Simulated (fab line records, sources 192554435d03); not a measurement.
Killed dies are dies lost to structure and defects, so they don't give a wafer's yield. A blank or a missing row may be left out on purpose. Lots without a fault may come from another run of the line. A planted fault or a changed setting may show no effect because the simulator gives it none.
A struck lot beside a sound one | flow n5_finfet | 14 steps out of a route of 1938
Sound: wafers L749.1, L749.3, L749.5. Struck: wafers L758.2, L758.4, L758.6. The cause comes at the end.
At each step with rows: each side's tool, then ch and its chambers, then its first start. Under that, the readings that differ: sound wafers | struck wafers | difference of the means | sigmas: that difference in standard deviations of wafers without a fault.
alike: readings whose means differ by less than 2 such deviations, and words and numbers that are the same on both sides. not compared: withheld readings, readings that some wafer has no value for, bounds like >300 that may hide the same value, and numbers for which the record gives no deviation and whose values overlap.
The two part at a step that has a row with sigmas, a row that says differs or no value, or rows on one side only. Numbers that don't overlap but have no deviation are shown without sigmas and don't part them. A reading that every wafer of one side lacks parts them only if that side has two wafers or more.

first, 1 step without rows for these wafers: N5_BEOL_M14_HARDBAKE_32 (time 120 s).
N5_BEOL_M14_CD_MEAS_28: target cd 284.4 nm.
  sound on cd_sem-01 ch 0, day 12 06:38; struck on cd_sem-03 ch 0, day 15 18:01
  alike: cd_nm
N5_BEOL_M14_OVL_MEAS_29:
  sound on overlay-01 ch 0, day 12 06:40; struck on overlay-01 ch 0, day 15 18:02
  alike: M14_OVL
N5_BEOL_M14_INSPECT_30: inspects for defects (macro).
  sound on defect_inspect-02, day 12 06:41; struck on defect_inspect-01, day 15 18:04
  alike: raw_defect_count
N5_BEOL_M14_DESCUM_33: chemistry O2, time 7.9 s.
  sound on rie_diel-06 ch 2,3, day 12 06:43; struck on rie_diel-01 ch 1,2,3, day 15 18:10
  alike: drypump_motor_current_A, oes_product_au, rf_vpp_V, showerhead_plenum_p_Torr, temp_c, throttle_valve_pct
  not compared: rf_hours_counter_h
N5_BEOL_M14_ETCH_67: etches SiARC in CF4, target depth 143 nm, time 238.3 s.
  sound on rie_diel-06 ch 2,3, day 12 06:45; struck on rie_diel-01 ch 1,2,3, day 15 18:12
  alike: drypump_motor_current_A, etch_rf_on_time_s, oes_product_au, rf_vpp_V, showerhead_plenum_p_Torr, throttle_valve_pct
  not compared: rf_hours_counter_h
N5_BEOL_M14_ETCH_68: etches SOC in N2/H2, time 450 s.
  sound on rie_diel-06 ch 2,3, day 12 06:54; struck on rie_diel-01 ch 1,2,3, day 15 18:20
  alike: drypump_motor_current_A, oes_product_au, rf_vpp_V, showerhead_plenum_p_Torr, temp_c, throttle_valve_pct
  not compared: rf_hours_counter_h
then, 1 step without rows for these wafers: N5_BEOL_M14_STRIP_69 (strips in N2/H2).
N5_BEOL_M14_TRENCH_ETCH_34: etches SiO2 in C4F8/O2/Ar, target depth 556.65 nm, time 126.9 s.
  sound on rie_diel-06 ch 2,3, day 12 07:10; struck on rie_diel-01 ch 1,2,3, day 15 18:37
  alike: drypump_motor_current_A, oes_product_au, rf_vpp_V, showerhead_plenum_p_Torr, throttle_valve_pct
  not compared: rf_hours_counter_h
then, 1 step without rows for these wafers: N5_BEOL_M14_STRIP_70 (strips in C4F8/O2/Ar).
N5_BEOL_M14_OCD_MEAS_35:
  sound on ocd-01, day 12 07:20; struck on ocd-01, day 15 18:46
  alike: trench_depth_nm
N5_BEOL_M14_STRIP_37: strips in O2.
  sound on rie_diel-01 ch 1,2,3, day 12 08:36; struck on rie_diel-01 ch 1,2,3, day 15 21:25
  alike: drypump_motor_current_A, oes_product_au, rf_vpp_V, showerhead_plenum_p_Torr, temp_c, throttle_valve_pct
  not compared: rf_hours_counter_h
N5_BEOL_M14_ETCH_38: etches SiCN in CF4/N2, target depth 106.5 nm, time 120.6 s.
  sound on rie_diel-01 ch 1,2,3, day 12 08:38; struck on rie_diel-01 ch 1,2,3, day 15 21:28
  reading                  | sound             | struck            | difference | sigmas
  model.etch.depth_nm (nm) | 94.83 99.76 93.47 | 72.09 75.17 77.45 | -21.12     |
  alike: drypump_motor_current_A, oes_product_au, rf_vpp_V, showerhead_plenum_p_Torr, throttle_valve_pct
  not compared: rf_hours_counter_h
then, 1 step without rows for these wafers: N5_BEOL_M14_PRECLEAN_39 (cleans in residue remover, time 60 s).

WHERE THEY PART
Nowhere in this record.

WHY: what the simulator had put in
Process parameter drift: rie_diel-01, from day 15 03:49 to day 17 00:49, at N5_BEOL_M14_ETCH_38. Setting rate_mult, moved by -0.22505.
